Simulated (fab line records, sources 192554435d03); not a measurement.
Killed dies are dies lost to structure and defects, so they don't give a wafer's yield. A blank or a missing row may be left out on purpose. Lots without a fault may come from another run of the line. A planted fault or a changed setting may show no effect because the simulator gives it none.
Split-lot experiment | flow n5_finfet | 7 lots, 21 wafers read, on a route of 1938 steps

THE SPLIT
At N5_BEOL_M8_ETCH_66 (etches SOC in N2/H2, target depth 80 nm, overetch 16 nm, time 120 s), the setting source_w was moved away from the recipe's 840 W on 2 of the 21 wafers read, by -6.4% to +16.6%. The other wafers ran this setting at the recipe's value.

The reading is taken at the split's own step.

THE READING
rf_vpp_V, in V, at N5_BEOL_M8_ETCH_66 (etches SOC in N2/H2, target depth 80 nm, overetch 16 nm, time 120 s). Fault-free wafers of this fab line usually give 524.7 V, standard deviation 2.9 V.

wafer  | tool, chamber at the split | source_w as run, W | against the recipe | rf_vpp_V, V | against lot-mates on the recipe
L077.2 | rie_diel-06, 0             | 840                | recipe             | 528.8       | -
L077.4 | rie_diel-06, 3             | 979.7              | +16.6%             | 496.8       | -32.0
L077.6 | rie_diel-06, 0             | 840                | recipe             | 528.8       | -
L079.1 | rie_diel-06, 0             | 840                | recipe             | 529.8       | -
L079.3 | rie_diel-06, 1             | 840                | recipe             | 526.4       | -
L079.6 | rie_diel-06, 2             | 840                | recipe             | 527.8       | -
L081.4 | rie_diel-02, 1             | 840                | recipe             | 521.1       | -
L081.5 | rie_diel-02, 3             | 840                | recipe             | 525.9       | -
L081.6 | rie_diel-02, 2             | 840                | recipe             | 520.9       | -
L083.2 | rie_diel-02, 1             | 840                | recipe             | 523.5       | -
L083.3 | rie_diel-02, 0             | 840                | recipe             | 522.3       | -
L083.6 | rie_diel-02, 3             | 840                | recipe             | 527.8       | -
L088.1 | rie_diel-05, 1             | 840                | recipe             | 522.0       | -
L088.3 | rie_diel-05, 3             | 840                | recipe             | 522.0       | -
L088.6 | rie_diel-05, 1             | 840                | recipe             | 523.4       | -
L086.1 | rie_diel-02, 3             | 785.9              | -6.4%              | 539.1       | +17.9
L086.4 | rie_diel-02, 2             | 840                | recipe             | 520.6       | -
L086.6 | rie_diel-02, 0             | 840                | recipe             | 521.7       | -
L092.2 | rie_diel-05, 0             | 840                | recipe             | 527.9       | -
L092.4 | rie_diel-05, 2             | 840                | recipe             | 526.6       | -
L092.5 | rie_diel-05, 1             | 840                | recipe             | 521.6       | -

THE FIT
A straight line over all 21 wafers: rf_vpp_V changes by -1.76 V for each +1% of source_w; r = -0.91; the points scatter about the line by 3.2 V.
The same after taking each lot's own level away (the mean of its wafers on the recipe; 21 wafers): -2.05 V for each +1%; r = -0.97; scatter 2.1 V.
On that fit, the largest move of source_w shifts the reading by 34 V.
The lots' own levels span 521.15 to 528.80 V, that is 2.6 times the standard deviation above.
So the lot-to-lot level changes the slope: the two fits differ.
Check: with one of the wafers moved furthest among these (+16.6%) left out of the fit, the line predicts -46.4 V for it against its lot-mates. It came out at -32 V against them.
Tool readings at the split's step, against how far the setting was moved: rf_vpp_V r = -0.91.

OTHER SPLITS ON THESE WAFERS
These wafers also went through other splits before the reading. Each is held against what the fit with the lots' levels taken away leaves over:
other split on the same wafers | wafers away from the commonest value | r with rf_vpp_V (lot level and that fit taken away)
N5_BEOL_M6_EXPOSE_25 dose_mj   | 4                                    | -0.06
N5_BEOL_M8_COAT_22 spin_rpm    | 11                                   | +0.28

THE FILE'S OWN FIT
rf_vpp_V changes by -2.04 V for each +1% of source_w, r = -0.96.
